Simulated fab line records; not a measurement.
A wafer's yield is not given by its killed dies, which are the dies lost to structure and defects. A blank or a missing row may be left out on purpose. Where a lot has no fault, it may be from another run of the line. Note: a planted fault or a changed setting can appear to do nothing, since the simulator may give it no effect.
A lot that was struck, set against a sound lot / flow n5_finfet / 42 out of 1938 route steps
Sound: the wafers L276.1, L276.5, L276.6. Wafers L272.3, L272.5, L272.6 were the ones struck. The cause comes at the end.
For every step that has rows: the tool of each side, followed by ch and its chambers, followed by its first start. Under that, the readings that differ: sound wafers / struck wafers / difference of the means / sigmas: that difference in standard deviations of wafers without a fault.
alike: same words and numbers on both sides, and readings whose means sit less than 2 such deviations apart. not compared: any withheld reading, any reading some wafer has no value for, any bound like >300 that may hide the same value, and any number with overlapping values for which the record gives no deviation.
A row with sigmas, a row that says differs or no value, or rows on one side alone: a step with any of these is where the two part. Numbers that have no deviation but don't overlap get no sigmas and don't part them. A reading missing from all wafers of one side parts the sides only when that side holds two or more wafers.

first, 12 steps without rows for these wafers: N5_BEOL_M3_ETCH_77 (etches underlayer in N2/H2, target depth 6.5 nm, time 5.2 s); N5_BEOL_M3_ETCH_69 (etches SiARC in CF4, target depth 15.6 nm, time 26 s); N5_BEOL_M3_ALD_98 (deposits SiO2, target thk 2.5 nm, pulse time 1 s, co reactant pulse time 1 s); N5_BEOL_M3_ETCHBACK_99 (etches SiO2 in CHF3, target depth 5 nm, time 10.4 s); N5_BEOL_M3_ETCH_70 (etches SOC in N2/H2, target depth 80 nm, overetch 16 nm, time 120 s); N5_BEOL_M3_STRIP_71 (strips in N2/H2); N5_BEOL_M3_STRIP_78 (strips in N2/H2); N5_BEOL_M3_VIA_ETCH_34 (etches the open film in C4F6/O2, target depth 69.4 nm, time 65.9 s); N5_BEOL_M3_STRIP_83 (strips in C4F6/O2); N5_BEOL_M3_STRIP_36 (strips in N2/H2); N5_BEOL_M3_TRENCH_ETCH_37 (etches SiOC in C4F6/O2, target depth 55.555 nm, time 29.2 s); N5_BEOL_M3_ETCH_41 (etches SiCN in CH3F/O2, target depth 29.9 nm, time 52.5 s).
N5_BEOL_M3_STRIP_97: strips in N2/H2, time 10 s.
  sound on rie_diel-04 ch 1,2, day 12 13:55; struck on rie_diel-01 ch 0,1, day 11 10:45
  no value came back on the struck wafers for any of 8 readings (bias_power_w (W), chamber_pressure_mTorr (mTorr) and others); on the sound wafers bias_power_w (W) reads 7.000 6.969 6.991
  not compared: rf_hours_counter_h
then, 27 steps without rows for these wafers: N5_BEOL_M3_HM_STRIP_39 (strips TiN in peroxide tin strip, target depth 25 nm, time 158 s); N5_BEOL_M3_SRD_40 (time 30 s); N5_BEOL_M3_PRECLEAN_42 (cleans in residue remover, time 60 s); N5_BEOL_M3_SRD_43 (time 30 s); N5_BEOL_M3_DEGAS_44 (time 60 s); N5_BEOL_M3_PRE_CLEAN_45 (time 30 s); N5_BEOL_M3_ALD_84 (deposits TaN, pulse time 2 s, purge time 3 s, co reactant purge time 2 s); N5_BEOL_M3_SURFACE_TREAT_85; N5_BEOL_M3_CVD_47 (deposits Co from CCTBA/H2, target thk 3 nm, time 223.8 s); N5_BEOL_M3_SPUTTER_48 (material Cu, target thk 4.5 nm, time 8.29 s); N5_BEOL_M3_ANNEAL_49 (time 240 s); N5_BEOL_M3_SPUTTER_79 (material Cu, target thk 4.5 nm, time 8.29 s); N5_BEOL_M3_ANNEAL_80 (time 240 s); N5_BEOL_M3_SPUTTER_81 (material Cu, target thk 4.5 nm, time 8.29 s); N5_BEOL_M3_ANNEAL_82 (time 240 s); N5_BEOL_M3_SPUTTER_86 (material Cu, target thk 4.5 nm, time 8.29 s); N5_BEOL_M3_ANNEAL_87 (time 240 s); N5_BEOL_M3_SPUTTER_88 (material Cu, target thk 4.5 nm, time 8.29 s); N5_BEOL_M3_ANNEAL_89 (time 240 s); N5_BEOL_M3_SPUTTER_90 (material Cu, target thk 4.5 nm, time 8.29 s); N5_BEOL_M3_ANNEAL_91 (time 240 s); N5_BEOL_M3_SPUTTER_92 (material Cu, target thk 4.5 nm, time 8.29 s); N5_BEOL_M3_ANNEAL_93 (time 240 s); N5_BEOL_M3_SPUTTER_94 (material Cu, target thk 4.5 nm, time 8.29 s); N5_BEOL_M3_ANNEAL_95 (time 240 s); N5_BEOL_M3_SPUTTER_96 (material Cu, target thk 4.5 nm, time 8.29 s); N5_BEOL_M3_ECD_50 (material Cu, target thk 300 nm).
N5_BEOL_M4_RC_MEAS_101:
  sound on prober-02 ch 0, day 13 02:37; struck on prober-02 ch 0, day 12 02:12
  alike: DIBL_N, DIBL_P, IOFF_N, IOFF_P, ION_N, ION_P, SS_N, SS_P, VT_N, VT_P
-- record jumps: 5 days separate the struck wafers' starts on either side; left off in module BEOL_M4, taken up again in module PASSIVATION, whose first shown step is the route's number 1936 --
N5_PASSIVATION_PROBE_49:
  sound: prober-01 at day 17 18:22; struck: prober-01 at day 17 06:19
reading=defect_limited_yield (%); sound=91.9 90.3 90.2; struck=83.8 83.5 84.2; difference=-7.0; sigmas=-5
reading=killed_at_M0_to_M3; sound=36 57 41; struck=119 138 121; difference=+81; sigmas=+8
reading=killed_dies; sound=95 114 116; struck=191 195 186; difference=+82; sigmas=+5
reading=killed_on_rim; sound=10 13 13; struck=24 31 20; difference=+13; sigmas=+3
reading=killed_open; sound=55 82 87; struck=141 142 138; difference=+66; sigmas=+5
reading=killed_short; sound=38 31 26; struck=50 51 47; difference=+18; sigmas=+3
reading=sort_bin_5_function (%); sound=4.4 5.5 4.9; struck=10.3 9.5 9.2; difference=+4.7; sigmas=+5
reading=sort_bin_6_memory (%); sound=3.3 3.8 4.7; struck=5.5 6.3 6.1; difference=+2.0; sigmas=+3
reading=sort_n_pass; sound=1085 1066 1064; struck=987 985 994; difference=-83; sigmas=-5
reading=sort_yield_pct (%); sound=91.9 90.3 90.2; struck=83.6 83.5 84.2; difference=-7.0; sigmas=-5
  alike: killed_at_M4_up, killed_at_contacts, killed_at_front_end, killed_at_other, sort_bin_4_leakage, sort_bin_8_speed

== WHERE THEY PART ==
First at N5_BEOL_M3_STRIP_97; last, within this record, at N5_PASSIVATION_PROBE_49.

WHY: what had been put in by the simulator
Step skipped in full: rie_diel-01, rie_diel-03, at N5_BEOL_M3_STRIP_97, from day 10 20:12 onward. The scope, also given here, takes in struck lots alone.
